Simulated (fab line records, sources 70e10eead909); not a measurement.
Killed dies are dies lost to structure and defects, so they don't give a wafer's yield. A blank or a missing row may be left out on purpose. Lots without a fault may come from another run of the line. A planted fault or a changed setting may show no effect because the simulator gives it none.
Chamber matching | flow nand_harc | NHARC_A_STAIRCASE_DESCUM_168 on rie_diel-13: 4 sister chambers
The step chemistry O2, time 3 s. 22 wafers are shown with their chamber, then 11 later ones without.

WAFERS WITH THEIR CHAMBER
wafer  | chamber | showerhead_plenum_p_Torr (Torr) | drypump_motor_current_A (A) | oes_product_au (a.u.)
L074.1 | 2       | 1.99                            | 5.6                         | 1.003
L074.2 | 3       | 1.87                            | 5.6                         | 1.005
L074.3 | 1       | 1.88                            | 5.2                         | 1.007
L077.2 | 3       | 1.87                            | 5.6                         | 0.999
L077.4 | 2       | 1.99                            | 5.7                         | 1.002
L077.5 | 0       | 1.83                            | 5.4                         | 0.979
L077.1 | 1       | 1.88                            | 5.2                         | 1.004
L077.3 | 0       | 1.83                            | 5.5                         | 0.979
L077.6 | 3       | 1.87                            | 5.7                         | 1.011
L078.1 | 1       | 1.88                            | 5.2                         | 0.999
L078.3 | 2       | 1.99                            | 5.6                         | 1.001
L078.6 | 1       | 1.88                            | 5.2                         | 1.010
L078.2 | 3       | 1.87                            | 5.6                         | 1.015
L078.4 | 0       | 1.83                            | 5.5                         | 0.985
L078.5 | 2       | 1.99                            | 5.6                         | 0.996
L081.1 | 3       | 1.87                            | 5.6                         | 1.009
L081.3 | 2       | 1.99                            | 5.6                         | 0.995
L081.5 | 0       | 1.82                            | 5.5                         | 0.973
L090.2 | 2       | 1.98                            | 5.7                         | 1.002
L090.4 | 0       | 1.82                            | 5.5                         | 0.995
L090.5 | 1       | 1.87                            | 5.2                         | 0.999
L090.1 | 1       | 1.87                            | 5.2                         | 0.999

SIGNATURES (means of the wafers above)
reading                  | chamber 0 | chamber 1 | chamber 2 | chamber 3 | scatter within a chamber
showerhead_plenum_p_Torr | 1.8260    | 1.8767    | 1.9883    | 1.8700    | 0.00432
drypump_motor_current_A  | 5.480     | 5.200     | 5.633     | 5.620     | 0.0404
oes_product_au           | 0.98220   | 1.00300   | 0.99983   | 1.00780   | 0.00577
Rule: a wafer's distance from a chamber is the root of the sum, over the readings, of the square of ((its reading less the chamber's mean) divided by the reading's scatter). The wafer belongs to the nearest chamber; if the next one is less than 2 further off, it can't be placed. The scatter: the root of (the sum of the squares of (reading less its chamber's mean) over the shown wafers, divided by (wafers less chambers)).

WAFERS WITHOUT THEIR CHAMBER
wafer  | showerhead_plenum_p_Torr (Torr) | drypump_motor_current_A (A) | oes_product_au (a.u.)
L090.3 | 1.86                            | 5.6                         | 0.987
L090.6 | 1.82                            | 5.5                         | 1.000
L095.2 | 1.87                            | 5.2                         | 0.994
L095.4 | 1.86                            | 5.6                         | 0.992
L095.6 | 1.87                            | 5.2                         | 1.005
L095.1 | 1.82                            | 5.4                         | 1.000
L095.3 | 1.98                            | 5.6                         | 1.003
L095.5 | 1.98                            | 5.6                         | 1.003
L097.2 | 1.81                            | 5.4                         | 1.009
L097.4 | 1.97                            | 5.7                         | 1.016
L097.6 | 1.97                            | 5.7                         | 1.017

WHICH CHAMBER EACH WENT THROUGH
wafer  | from the rows above | in truth
L090.3 | 3                   | 3
L090.6 | 0                   | 0
L095.2 | 1                   | 1
L095.4 | 3                   | 3
L095.6 | 1                   | 1
L095.1 | 0                   | 0
L095.3 | 2                   | 2
L095.5 | 2                   | 2
L097.2 | 0                   | 0
L097.4 | 2                   | 2
L097.6 | 2                   | 2
Placed correctly: 11 of 11. Can't be placed from these rows: 0. Placed wrongly: 0.
